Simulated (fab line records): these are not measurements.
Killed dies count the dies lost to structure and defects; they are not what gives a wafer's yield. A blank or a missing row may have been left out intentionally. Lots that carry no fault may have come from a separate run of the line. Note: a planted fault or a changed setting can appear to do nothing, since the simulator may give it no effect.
Chamber matching || flow nand-harc || NHARC_A_STAIRCASE_DEP_259 on pecvd-03: 3 sister chambers
The step deposits SiON, target thk 30 nm. 24 wafers are shown with their chamber, then 12 later ones without.

## WAFERS, EACH WITH ITS CHAMBER
{"wafer": "L077.1", "chamber": 1, "heater-power-w (W)": 808, "susceptor-temp-C (C)": 399.81}
{"wafer": "L077.2", "chamber": 2, "heater-power-w (W)": 777, "susceptor-temp-C (C)": 400.09}
{"wafer": "L077.3", "chamber": 0, "heater-power-w (W)": 625, "susceptor-temp-C (C)": 400.03}
{"wafer": "L079.3", "chamber": 2, "heater-power-w (W)": 765, "susceptor-temp-C (C)": 400.04}
{"wafer": "L079.4", "chamber": 2, "heater-power-w (W)": 775, "susceptor-temp-C (C)": 400.03}
{"wafer": "L079.6", "chamber": 0, "heater-power-w (W)": 714, "susceptor-temp-C (C)": 400.04}
{"wafer": "L080.1", "chamber": 2, "heater-power-w (W)": 751, "susceptor-temp-C (C)": 399.87}
{"wafer": "L080.4", "chamber": 1, "heater-power-w (W)": 890, "susceptor-temp-C (C)": 399.86}
{"wafer": "L080.5", "chamber": 2, "heater-power-w (W)": 761, "susceptor-temp-C (C)": 399.87}
{"wafer": "L082.2", "chamber": 2, "heater-power-w (W)": 824, "susceptor-temp-C (C)": 400.03}
{"wafer": "L082.5", "chamber": 2, "heater-power-w (W)": 832, "susceptor-temp-C (C)": 399.23}
{"wafer": "L082.6", "chamber": 1, "heater-power-w (W)": 861, "susceptor-temp-C (C)": 400.06}
{"wafer": "L085.2", "chamber": 0, "heater-power-w (W)": 607, "susceptor-temp-C (C)": 400.15}
{"wafer": "L085.3", "chamber": 2, "heater-power-w (W)": 810, "susceptor-temp-C (C)": 400.04}
{"wafer": "L085.6", "chamber": 0, "heater-power-w (W)": 613, "susceptor-temp-C (C)": 399.95}
{"wafer": "L087.1", "chamber": 2, "heater-power-w (W)": 788, "susceptor-temp-C (C)": 399.46}
{"wafer": "L087.5", "chamber": 2, "heater-power-w (W)": 812, "susceptor-temp-C (C)": 399.93}
{"wafer": "L087.6", "chamber": 0, "heater-power-w (W)": 541, "susceptor-temp-C (C)": 399.99}
{"wafer": "L089.1", "chamber": 2, "heater-power-w (W)": 752, "susceptor-temp-C (C)": 399.86}
{"wafer": "L089.3", "chamber": 1, "heater-power-w (W)": 926, "susceptor-temp-C (C)": 399.81}
{"wafer": "L089.4", "chamber": 0, "heater-power-w (W)": 562, "susceptor-temp-C (C)": 399.74}
{"wafer": "L090.4", "chamber": 1, "heater-power-w (W)": 840, "susceptor-temp-C (C)": 400.20}
{"wafer": "L090.5", "chamber": 2, "heater-power-w (W)": 870, "susceptor-temp-C (C)": 400.20}
{"wafer": "L090.6", "chamber": 0, "heater-power-w (W)": 583, "susceptor-temp-C (C)": 399.77}

SIGNATURES, as means of the wafers listed above
{"reading": "heater-power-w", "chamber 0": 606.43, "chamber 1": 865.00, "chamber 2": 793.08, "scatter within a chamber": 44.7}
{"reading": "susceptor-temp-C", "chamber 0": 399.9529, "chamber 1": 399.9480, "chamber 2": 399.8875, "scatter within a chamber": 0.229}
Rule: a wafer's distance from a chamber is the root of the sum, over the readings, of the square of ((its reading less the chamber's mean) divided by the reading's scatter). The wafer belongs to the nearest chamber; if the next one is less than 2 further off, it can't be placed. How the scatter is found: for the shown wafers, subtract from each reading the mean of its chamber, square and add these, divide the total by (wafers less chambers), then take the root.

## WAFERS WITH NO CHAMBER GIVEN
{"wafer": "L092.4", "heater-power-w (W)": 625, "susceptor-temp-C (C)": 399.90}
{"wafer": "L092.5", "heater-power-w (W)": 896, "susceptor-temp-C (C)": 400.43}
{"wafer": "L092.6", "heater-power-w (W)": 877, "susceptor-temp-C (C)": 399.69}
{"wafer": "L091.2", "heater-power-w (W)": 764, "susceptor-temp-C (C)": 399.62}
{"wafer": "L091.4", "heater-power-w (W)": 637, "susceptor-temp-C (C)": 400.11}
{"wafer": "L091.5", "heater-power-w (W)": 792, "susceptor-temp-C (C)": 399.92}
{"wafer": "L097.1", "heater-power-w (W)": 956, "susceptor-temp-C (C)": 399.91}
{"wafer": "L097.4", "heater-power-w (W)": 798, "susceptor-temp-C (C)": 400.40}
{"wafer": "L097.5", "heater-power-w (W)": 622, "susceptor-temp-C (C)": 399.97}
{"wafer": "L096.1", "heater-power-w (W)": 856, "susceptor-temp-C (C)": 399.74}
{"wafer": "L096.4", "heater-power-w (W)": 895, "susceptor-temp-C (C)": 400.21}
{"wafer": "L096.6", "heater-power-w (W)": 609, "susceptor-temp-C (C)": 399.68}

## THE CHAMBER EACH PASSED THROUGH
{"wafer": "L092.4", "from the rows above": 0, "in truth": 0}
{"wafer": "L092.5", "from the rows above": "can't be placed: 1 or 2", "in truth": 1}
{"wafer": "L092.6", "from the rows above": "can't be placed: 1 or 2", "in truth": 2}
{"wafer": "L091.2", "from the rows above": "can't be placed: 2 or 1", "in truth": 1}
{"wafer": "L091.4", "from the rows above": 0, "in truth": 0}
{"wafer": "L091.5", "from the rows above": "can't be placed: 2 or 1", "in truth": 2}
{"wafer": "L097.1", "from the rows above": "can't be placed: 1 or 2", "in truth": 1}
{"wafer": "L097.4", "from the rows above": "can't be placed: 2 or 1", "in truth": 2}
{"wafer": "L097.5", "from the rows above": 0, "in truth": 0}
{"wafer": "L096.1", "from the rows above": "can't be placed: 1 or 2", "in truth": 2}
{"wafer": "L096.4", "from the rows above": "can't be placed: 1 or 2", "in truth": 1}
{"wafer": "L096.6", "from the rows above": 0, "in truth": 0}
4 of 12 placed correctly. Can't be placed from these rows: 8 (the true chamber is among the candidates in 8). Wrongly placed: 0.
